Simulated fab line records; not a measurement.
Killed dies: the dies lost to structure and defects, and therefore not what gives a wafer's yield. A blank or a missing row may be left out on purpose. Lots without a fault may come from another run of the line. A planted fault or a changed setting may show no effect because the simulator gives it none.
What tool caused it? + flow n5Finfet + Sampling: 24 lots, 72 wafers, 6 of 1938 route steps

== WHAT THE GAUGES SHOWED, per wafer ==
No reading from a measuring or inspecting step in the record can be judged against a usual standard deviation.

== WHICH TOOL RAN EACH LOT (tool, then ch and the chambers of the sampled wafers, then the start) ==
| lot  | N5_PMOS_HMC_CHANNEL_EPI_EPI_26 | N5_FIN_SAQP_MANDREL_ETCH_22    | N5_FIN_SAQP_RECESS_75            | N5_FIN_SAQP_ETCH_65            | N5_FIN_SAQP_HM_OPEN_33           | N5_FIN_SAQP_ETCH_64            |
|------|--------------------------------|--------------------------------|----------------------------------|--------------------------------|----------------------------------|--------------------------------|
| L074 | epiRpcvd-01 ch 0, day 1 20:00  | rieSi-05 ch 0,1,3, day 1 22:23 | vaporEtch-01 ch 0,1, day 2 00:02 | rieSi-04 ch 0,2,3, day 2 01:42 | rieDiel-04 ch 0,1,3, day 2 03:13 | rieSi-04 ch 0,1,3, day 2 03:28 |
| L075 | epiRpcvd-02 ch 0, day 2 01:48  | rieSi-05 ch 0,3, day 2 03:49   | vaporEtch-01 ch 0,1, day 2 05:53 | rieSi-03 ch 0,3, day 2 07:13   | rieDiel-04 ch 1,3, day 2 08:52   | rieSi-04 ch 0,2,3, day 2 09:08 |
| L076 | epiRpcvd-01 ch 0, day 2 08:07  | rieSi-04 ch 0,1,3, day 2 10:31 | vaporEtch-01 ch 0,1, day 2 11:01 | rieSi-05 ch 0,1,3, day 2 12:31 | rieDiel-05 ch 2,3, day 2 14:57   | rieSi-05 ch 0,1,2, day 2 15:13 |
| L077 | epiRpcvd-03 ch 0, day 2 15:23  | rieSi-05 ch 1,2,3, day 2 17:45 | vaporEtch-02 ch 0,1, day 2 18:18 | rieSi-04 ch 2,3, day 2 19:38   | rieDiel-03 ch 1,2, day 2 21:13   | rieSi-04 ch 0,3, day 2 21:28   |
| L078 | epiRpcvd-02 ch 0, day 2 21:34  | rieSi-03 ch 0,1,2, day 2 23:44 | vaporEtch-02 ch 0,1, day 3 00:16 | rieSi-03 ch 0,1,3, day 3 01:43 | rieDiel-03 ch 0,2, day 3 03:56   | rieSi-04 ch 0,1,2, day 3 04:11 |
| L079 | epiRpcvd-03 ch 0, day 3 02:07  | rieSi-03 ch 2,3, day 3 05:29   | vaporEtch-01 ch 0,1, day 3 05:54 | rieSi-04 ch 1,2, day 3 07:52   | rieDiel-05 ch 1,2,3, day 3 09:19 | rieSi-03 ch 1,3, day 3 09:34   |
| L080 | epiRpcvd-01 ch 0, day 3 08:20  | rieSi-05 ch 0,1, day 3 10:22   | vaporEtch-01 ch 0,1, day 3 10:47 | rieSi-03 ch 0,2,3, day 3 12:14 | rieDiel-04 ch 0,2,3, day 3 13:42 | rieSi-04 ch 1,3, day 3 13:58   |
| L081 | epiRpcvd-01 ch 0, day 3 14:35  | rieSi-05 ch 1,2,3, day 3 16:42 | vaporEtch-01 ch 0,1, day 3 17:09 | rieSi-03 ch 0,3, day 3 18:36   | rieDiel-03 ch 1,2,3, day 3 20:13 | rieSi-04 ch 0,1, day 3 20:29   |
| L082 | epiRpcvd-03 ch 0, day 3 19:48  | rieSi-03 ch 0,1,3, day 3 21:44 | vaporEtch-01 ch 0,1, day 3 22:10 | rieSi-04 ch 0,1,2, day 3 23:39 | rieDiel-03 ch 0,1,3, day 4 01:05 | rieSi-03 ch 0,1,2, day 4 01:21 |
| L083 | epiRpcvd-01 ch 0, day 4 01:57  | rieSi-05 ch 2,3, day 4 03:54   | vaporEtch-01 ch 0,1, day 4 04:39 | rieSi-04 ch 0,1,3, day 4 08:14 | rieDiel-05 ch 1,2,3, day 4 09:54 | rieSi-05 ch 0,2,3, day 4 10:10 |
| L084 | epiRpcvd-03 ch 0, day 4 07:37  | rieSi-04 ch 0,3, day 4 09:43   | vaporEtch-02 ch 0, day 4 10:08   | rieSi-05 ch 2,3, day 4 11:37   | rieDiel-05 ch 1,2,3, day 4 13:05 | rieSi-04 ch 0,3, day 4 13:20   |
| L085 | epiRpcvd-03 ch 0, day 4 14:07  | rieSi-03 ch 0,1,3, day 4 17:55 | vaporEtch-02 ch 0,1, day 4 21:40 | rieSi-05 ch 0,1,3, day 5 04:19 | rieDiel-05 ch 0,2,3, day 5 09:11 | rieSi-05 ch 0,2,3, day 5 09:28 |
| L086 | epiRpcvd-03 ch 0, day 4 19:50  | rieSi-04 ch 0,1,2, day 5 03:48 | vaporEtch-02 ch 0,1, day 5 04:14 | rieSi-04 ch 1,2,3, day 5 08:16 | rieDiel-03 ch 0,2, day 5 11:58   | rieSi-05 ch 0,2,3, day 5 12:14 |
| L087 | epiRpcvd-03 ch 0, day 5 01:54  | rieSi-04 ch 0,2,3, day 5 07:08 | vaporEtch-02 ch 0,1, day 5 08:02 | rieSi-03 ch 1,2, day 5 10:26   | rieDiel-03 ch 0,1,2, day 5 12:17 | rieSi-04 ch 2,3, day 5 12:32   |
| L088 | epiRpcvd-01 ch 0, day 5 08:00  | rieSi-05 ch 0,1, day 5 11:35   | vaporEtch-01 ch 0,1, day 5 12:01 | rieSi-04 ch 2,3, day 5 14:11   | rieDiel-03 ch 1,2, day 5 17:30   | rieSi-04 ch 0,1,3, day 5 17:46 |
| L089 | epiRpcvd-02 ch 0, day 5 14:44  | rieSi-03 ch 1,3, day 5 18:21   | vaporEtch-02 ch 0,1, day 5 19:04 | rieSi-04 ch 1,3, day 5 20:24   | rieDiel-05 ch 2,3, day 5 23:07   | rieSi-05 ch 1,2,3, day 5 23:23 |
| L090 | epiRpcvd-01 ch 0, day 5 20:20  | rieSi-04 ch 0,1,2, day 5 23:47 | vaporEtch-02 ch 0, day 6 00:16   | rieSi-03 ch 1,2,3, day 6 01:44 | rieDiel-03 ch 0,1,2, day 6 03:12 | rieSi-04 ch 1,2, day 6 03:28   |
| L091 | epiRpcvd-03 ch 0, day 6 02:10  | rieSi-03 ch 0,2, day 6 04:17   | vaporEtch-01 ch 0,1, day 6 04:43 | rieSi-03 ch 0,3, day 6 06:32   | rieDiel-03 ch 0,3, day 6 08:09   | rieSi-03 ch 0,2,3, day 6 08:25 |
| L092 | epiRpcvd-03 ch 0, day 6 07:58  | rieSi-03 ch 1,3, day 6 10:02   | vaporEtch-01 ch 0,1, day 6 10:35 | rieSi-04 ch 0,3, day 6 13:37   | rieDiel-05 ch 1,2, day 6 15:25   | rieSi-03 ch 0,3, day 6 15:41   |
| L093 | epiRpcvd-01 ch 0, day 6 14:17  | rieSi-05 ch 0,1, day 6 17:26   | vaporEtch-02 ch 0,1, day 6 17:51 | rieSi-05 ch 1,3, day 6 19:19   | rieDiel-05 ch 0,1,2, day 6 20:59 | rieSi-04 ch 1,2,3, day 6 21:15 |
| L094 | epiRpcvd-03 ch 0, day 6 19:33  | rieSi-03 ch 0,2,3, day 6 21:39 | vaporEtch-02 ch 0,1, day 6 22:18 | rieSi-04 ch 1,2,3, day 6 23:47 | rieDiel-03 ch 0,1,3, day 7 01:20 | rieSi-04 ch 0,1,3, day 7 01:37 |
| L095 | epiRpcvd-03 ch 0, day 7 01:57  | rieSi-03 ch 2,3, day 7 04:03   | vaporEtch-02 ch 0,1, day 7 04:36 | rieSi-04 ch 0,2,3, day 7 06:29 | rieDiel-03 ch 1,2,3, day 7 08:11 | rieSi-05 ch 0,1,3, day 7 08:28 |
| L096 | epiRpcvd-02 ch 0, day 7 07:50  | rieSi-04 ch 0,1, day 7 09:46   | vaporEtch-01 ch 0,1, day 7 10:20 | rieSi-05 ch 0,1,3, day 7 11:41 | rieDiel-03 ch 0,1,2, day 7 13:07 | rieSi-04 ch 1,2,3, day 7 13:23 |
| L097 | epiRpcvd-02 ch 0, day 7 14:34  | rieSi-05 ch 0,1,2, day 7 16:52 | vaporEtch-02 ch 1, day 7 17:17   | rieSi-03 ch 0,1,2, day 7 18:44 | rieDiel-03 ch 0,1,3, day 7 21:36 | rieSi-05 ch 1,2, day 7 21:52   |
- N5_PMOS_HMC_CHANNEL_EPI_EPI_26: deposits Si from SiH4/H2, target thk 3.8 nm, time 22.7 s.
- N5_FIN_SAQP_MANDREL_ETCH_22: etches a-Si in HBr/Cl2, stops on SiNx, target depth 60 nm, bt time 10 s, time 30 s.
- N5_FIN_SAQP_RECESS_75: chemistry HF/NH3, target SiO2, target depth 14.4 nm, afs cycles 3, sublimation time 60 s.
- N5_FIN_SAQP_ETCH_65: etches SiO2 in CF4, target depth 4 nm, time 4.4 s.
- N5_FIN_SAQP_HM_OPEN_33: chemistry CH3F/O2, target SiNx, target depth 49.4 nm, time 70.6 s.
- N5_FIN_SAQP_ETCH_64: etches SiO2 in CF4, target depth 1.5 nm.

== AS READ BY THE TOOLS THEMSELVES (means over the sampled wafers that have a number; for cases with no such wafer, the mark the record gives instead) ==
N5_PMOS_HMC_CHANNEL_EPI_EPI_26.
| lot  | tool        | throttleValvePct (%) |
|------|-------------|----------------------|
| L074 | epiRpcvd-01 | 10.83                |
| L075 | epiRpcvd-02 | 11.38                |
| L076 | epiRpcvd-01 | 10.90                |
| L077 | epiRpcvd-03 | 11.46                |
| L078 | epiRpcvd-02 | 11.37                |
| L079 | epiRpcvd-03 | 11.19                |
| L080 | epiRpcvd-01 | 10.97                |
| L081 | epiRpcvd-01 | 11.01                |
| L082 | epiRpcvd-03 | 11.32                |
| L083 | epiRpcvd-01 | 10.86                |
| L084 | epiRpcvd-03 | 11.53                |
| L085 | epiRpcvd-03 | 11.45                |
| L086 | epiRpcvd-03 | 11.32                |
| L087 | epiRpcvd-03 | 11.31                |
| L088 | epiRpcvd-01 | 10.87                |
| L089 | epiRpcvd-02 | 11.44                |
| L090 | epiRpcvd-01 | 10.88                |
| L091 | epiRpcvd-03 | 11.36                |
| L092 | epiRpcvd-03 | 11.37                |
| L093 | epiRpcvd-01 | 10.91                |
| L094 | epiRpcvd-03 | 11.39                |
| L095 | epiRpcvd-03 | 11.41                |
| L096 | epiRpcvd-02 | 11.28                |
| L097 | epiRpcvd-02 | 11.32                |

N5_FIN_SAQP_MANDREL_ETCH_22.
| lot  | tool     | HBr_flow_sccm (sccm) | drypumpMotorCurrentA (A) | mfcCl2Sccm (sccm) | oesProductAu (a.u.) | throttleValvePct (%) |
|------|----------|----------------------|--------------------------|-------------------|---------------------|----------------------|
| L074 | rieSi-05 | 149.9                | 5.7                      | 79.73             | 0.778               | 35.1                 |
| L075 | rieSi-05 | 149.9                | 6.2                      | 79.87             | 0.768               | 35.5                 |
| L076 | rieSi-04 | 150.3                | 5.8                      | 80.10             | 0.775               | 35.6                 |
| L077 | rieSi-05 | 150.1                | 5.6                      | 79.95             | 0.781               | 35.4                 |
| L078 | rieSi-03 | 150.2                | 6.1                      | 79.81             | 0.776               | 35.5                 |
| L079 | rieSi-03 | 150.1                | 6.4                      | 79.90             | 0.777               | 35.5                 |
| L080 | rieSi-05 | 150.2                | 5.4                      | 80.05             | 0.775               | 34.7                 |
| L081 | rieSi-05 | 150.4                | 5.7                      | 80.10             | 0.769               | 35.4                 |
| L082 | rieSi-03 | 150.3                | 6.0                      | 79.88             | 0.773               | 35.1                 |
| L083 | rieSi-05 | 150.5                | 6.0                      | 80.05             | 0.782               | 35.8                 |
| L084 | rieSi-04 | 149.5                | 5.6                      | 79.89             | 0.777               | 35.3                 |
| L085 | rieSi-03 | 149.7                | 6.0                      | 79.87             | 0.771               | 35.1                 |
| L086 | rieSi-04 | 150.3                | 6.0                      | 79.87             | 0.779               | 35.4                 |
| L087 | rieSi-04 | 150.0                | 5.6                      | 79.87             | 0.780               | 35.3                 |
| L088 | rieSi-05 | 150.4                | 5.4                      | 79.91             | 0.780               | 34.9                 |
| L089 | rieSi-03 | 150.8                | 5.9                      | 79.98             | 0.779               | 35.0                 |
| L090 | rieSi-04 | 150.2                | 5.9                      | 79.91             | 0.786               | 35.4                 |
| L091 | rieSi-03 | 150.5                | 6.4                      | 80.05             | 0.764               | 35.7                 |
| L092 | rieSi-03 | 149.8                | 5.9                      | 80.01             | 0.789               | 35.0                 |
| L093 | rieSi-05 | 149.7                | 5.5                      | 80.26             | 0.769               | 35.0                 |
| L094 | rieSi-03 | 150.0                | 6.3                      | 79.91             | 0.769               | 35.4                 |
| L095 | rieSi-03 | 149.8                | 6.4                      | 79.90             | 0.779               | 35.5                 |
| L096 | rieSi-04 | 150.1                | 6.2                      | 79.93             | 0.775               | 35.7                 |
| L097 | rieSi-05 | 149.8                | 5.4                      | 79.98             | 0.771               | 35.1                 |

N5_FIN_SAQP_RECESS_75.
| lot  | tool         | drypumpMotorCurrentA (A) | tempC (C) |
|------|--------------|--------------------------|-----------|
| L074 | vaporEtch-01 | 5.65                     | 29.88     |
| L075 | vaporEtch-01 | 5.66                     | 29.89     |
| L076 | vaporEtch-01 | 5.62                     | 30.02     |
| L077 | vaporEtch-02 | 5.42                     | 30.04     |
| L078 | vaporEtch-02 | 5.66                     | 29.87     |
| L079 | vaporEtch-01 | 5.62                     | 30.02     |
| L080 | vaporEtch-01 | 5.67                     | 30.10     |
| L081 | vaporEtch-01 | 5.62                     | 30.05     |
| L082 | vaporEtch-01 | 5.62                     | 29.96     |
| L083 | vaporEtch-01 | 5.66                     | 30.06     |
| L084 | vaporEtch-02 | 5.88                     | 29.98     |
| L085 | vaporEtch-02 | 5.43                     | 30.04     |
| L086 | vaporEtch-02 | 5.41                     | 30.07     |
| L087 | vaporEtch-02 | 5.66                     | 29.95     |
| L088 | vaporEtch-01 | 5.62                     | 29.98     |
| L089 | vaporEtch-02 | 5.44                     | 30.02     |
| L090 | vaporEtch-02 | 5.91                     | 29.93     |
| L091 | vaporEtch-01 | 5.68                     | 30.07     |
| L092 | vaporEtch-01 | 5.65                     | 30.07     |
| L093 | vaporEtch-02 | 5.44                     | 30.00     |
| L094 | vaporEtch-02 | 5.41                     | 30.06     |
| L095 | vaporEtch-02 | 5.66                     | 30.11     |
| L096 | vaporEtch-01 | 5.63                     | 30.15     |
| L097 | vaporEtch-02 | 5.21                     | 29.87     |

N5_FIN_SAQP_ETCH_65.
| lot  | tool     | drypumpMotorCurrentA (A) | oesProductAu (a.u.) | throttleValvePct (%) |
|------|----------|--------------------------|---------------------|----------------------|
| L074 | rieSi-04 | 5.6                      | 1.03                | 21.72                |
| L075 | rieSi-03 | 6.2                      | 0.99                | 21.55                |
| L076 | rieSi-05 | 5.8                      | 1.01                | 21.81                |
| L077 | rieSi-04 | 5.6                      | 1.04                | 21.79                |
| L078 | rieSi-03 | 6.0                      | 1.00                | 21.49                |
| L079 | rieSi-04 | 6.2                      | 1.01                | 21.97                |
| L080 | rieSi-03 | 6.2                      | 0.98                | 21.76                |
| L081 | rieSi-03 | 6.1                      | 0.97                | 21.49                |
| L082 | rieSi-04 | 6.0                      | 1.01                | 21.76                |
| L083 | rieSi-04 | 5.8                      | 1.01                | 21.86                |
| L084 | rieSi-05 | 5.7                      | 1.01                | 22.02                |
| L085 | rieSi-05 | 5.8                      | 1.02                | 21.87                |
| L086 | rieSi-04 | 5.8                      | 1.02                | 21.93                |
| L087 | rieSi-03 | 6.0                      | 1.00                | 21.70                |
| L088 | rieSi-04 | 5.6                      | 1.05                | 21.80                |
| L089 | rieSi-04 | 6.1                      | 1.00                | 22.06                |
| L090 | rieSi-03 | 6.2                      | 1.01                | 21.76                |
| L091 | rieSi-03 | 6.2                      | 0.99                | 21.55                |
| L092 | rieSi-04 | 5.5                      | 1.03                | 21.82                |
| L093 | rieSi-05 | 5.6                      | 1.03                | 21.87                |
| L094 | rieSi-04 | 5.8                      | 1.02                | 21.94                |
| L095 | rieSi-04 | 5.6                      | 1.04                | 21.72                |
| L096 | rieSi-05 | 5.8                      | 1.01                | 21.87                |
| L097 | rieSi-03 | 6.1                      | 0.99                | 21.70                |

N5_FIN_SAQP_HM_OPEN_33.
| lot  | tool       | drypumpMotorCurrentA (A) | etchRfOnTimeS (s) | oesProductAu (a.u.) | rfVppV (V) | showerheadPlenumPTorr (Torr) | throttleValvePct (%) |
|------|------------|--------------------------|-------------------|---------------------|------------|------------------------------|----------------------|
| L074 | rieDiel-04 | 5.5                      | 69.0              | 0.68                | 305        | 2.03                         | 16.45                |
| L075 | rieDiel-04 | 5.6                      | 67.6              | 0.61                | 303        | 2.01                         | 16.69                |
| L076 | rieDiel-05 | 5.6                      | 70.1              | 0.65                | 294        | 2.01                         | 16.44                |
| L077 | rieDiel-03 | 5.7                      | 67.6              | 0.68                | 306        | 2.05                         | 16.38                |
| L078 | rieDiel-03 | 5.5                      | 71.3              | 0.61                | 299        | 2.03                         | 16.48                |
| L079 | rieDiel-05 | 5.5                      | 69.6              | 0.63                | 290        | 2.03                         | 16.51                |
| L080 | rieDiel-04 | 5.5                      | 68.4              | 0.67                | 302        | 2.02                         | 16.40                |
| L081 | rieDiel-03 | 5.7                      | 69.8              | 0.65                | 305        | 2.05                         | 16.47                |
| L082 | rieDiel-03 | 5.9                      | 71.4              | 0.63                | 299        | 2.03                         | 16.46                |
| L083 | rieDiel-05 | 5.4                      | 70.5              | 0.63                | 291        | 2.03                         | 16.54                |
| L084 | rieDiel-05 | 5.5                      | 70.9              | 0.62                | 291        | 2.03                         | 16.53                |
| L085 | rieDiel-05 | 5.7                      | 70.3              | 0.64                | 292        | 1.97                         | 16.39                |
| L086 | rieDiel-03 | 5.7                      | 71.1              | 0.58                | 292        | 2.00                         | 16.53                |
| L087 | rieDiel-03 | 5.8                      | 71.6              | 0.64                | 301        | 2.02                         | 16.44                |
| L088 | rieDiel-03 | 5.7                      | 69.1              | 0.65                | 306        | 2.04                         | 16.45                |
| L089 | rieDiel-05 | 5.6                      | 72.0              | 0.63                | 294        | 2.00                         | 16.50                |
| L090 | rieDiel-03 | 5.8                      | 71.9              | 0.63                | 300        | 2.02                         | 16.45                |
| L091 | rieDiel-03 | 5.7                      | 70.3              | 0.66                | 292        | 2.00                         | 16.44                |
| L092 | rieDiel-05 | 5.3                      | 68.9              | 0.78                | 289        | 2.04                         | 16.35                |
| L093 | rieDiel-05 | 5.5                      | 70.4              | 0.70                | 289        | 1.99                         | 16.33                |
| L094 | rieDiel-03 | 5.9                      | 69.1              | 0.70                | 301        | 2.02                         | 16.36                |
| L095 | rieDiel-03 | 5.7                      | 69.4              | 0.71                | 305        | 2.04                         | 16.36                |
| L096 | rieDiel-03 | 5.8                      | 71.2              | 0.62                | 300        | 2.01                         | 16.46                |
| L097 | rieDiel-03 | 5.9                      | 68.8              | 0.69                | 299        | 2.02                         | 16.38                |

N5_FIN_SAQP_ETCH_64.
| lot  | tool     | drypumpMotorCurrentA (A) | oesProductAu (a.u.) | throttleValvePct (%) |
|------|----------|--------------------------|---------------------|----------------------|
| L074 | rieSi-04 | 5.8                      | 1.011               | 21.85                |
| L075 | rieSi-04 | 5.6                      | 1.033               | 21.72                |
| L076 | rieSi-05 | 5.4                      | 1.020               | 21.66                |
| L077 | rieSi-04 | 5.5                      | 1.024               | 21.81                |
| L078 | rieSi-04 | 6.0                      | 1.011               | 21.75                |
| L079 | rieSi-03 | 5.9                      | 1.032               | 21.49                |
| L080 | rieSi-04 | 5.7                      | 1.020               | 22.02                |
| L081 | rieSi-04 | 5.9                      | 0.996               | 21.69                |
| L082 | rieSi-03 | 6.1                      | 0.984               | 21.70                |
| L083 | rieSi-05 | 5.8                      | 1.000               | 21.95                |
| L084 | rieSi-04 | 5.5                      | 1.027               | 21.82                |
| L085 | rieSi-05 | 5.8                      | 1.010               | 21.95                |
| L086 | rieSi-05 | 5.8                      | 1.003               | 21.95                |
| L087 | rieSi-04 | 5.6                      | 1.052               | 21.80                |
| L088 | rieSi-04 | 5.8                      | 1.010               | 21.85                |
| L089 | rieSi-05 | 5.6                      | 1.024               | 21.95                |
| L090 | rieSi-04 | 5.9                      | 1.022               | 21.83                |
| L091 | rieSi-03 | 6.3                      | 0.979               | 21.76                |
| L092 | rieSi-03 | 6.1                      | 0.976               | 21.49                |
| L093 | rieSi-04 | 5.8                      | 1.024               | 21.93                |
| L094 | rieSi-04 | 5.9                      | 1.015               | 21.86                |
| L095 | rieSi-05 | 5.8                      | 1.012               | 21.87                |
| L096 | rieSi-04 | 5.8                      | 1.026               | 21.93                |
| L097 | rieSi-05 | 5.2                      | 1.035               | 21.70                |

== THE ANSWER, worked out from the rows above alone ==
Rule: what is usual is taken from the lots themselves. The widest of any qualifying gaps counts: lots, ordered by their means at a reading, are off when they make up no more than a third of the lots, leave a main group of 4 or more, and stand apart from it by 3 or more times the standard deviation of that group's means. Not used: any main group whose means are identical at the precision the tables above print for the reading. A lot without any number at a reading at which 4 lots or more have one is off too. Any other lot the step has rows for is counted as sound. After the gauges, taken in route order, come the tools' own readings; for these a lot's mean is taken, as printed above. The first step at which some lot is off is used, and at that step the reading that is off furthest; a lot without a number counts as furthest.
Across all readings shown, no lot is off: no conclusion can be drawn from this.

== WHAT THE SIMULATOR HAD INSERTED ==
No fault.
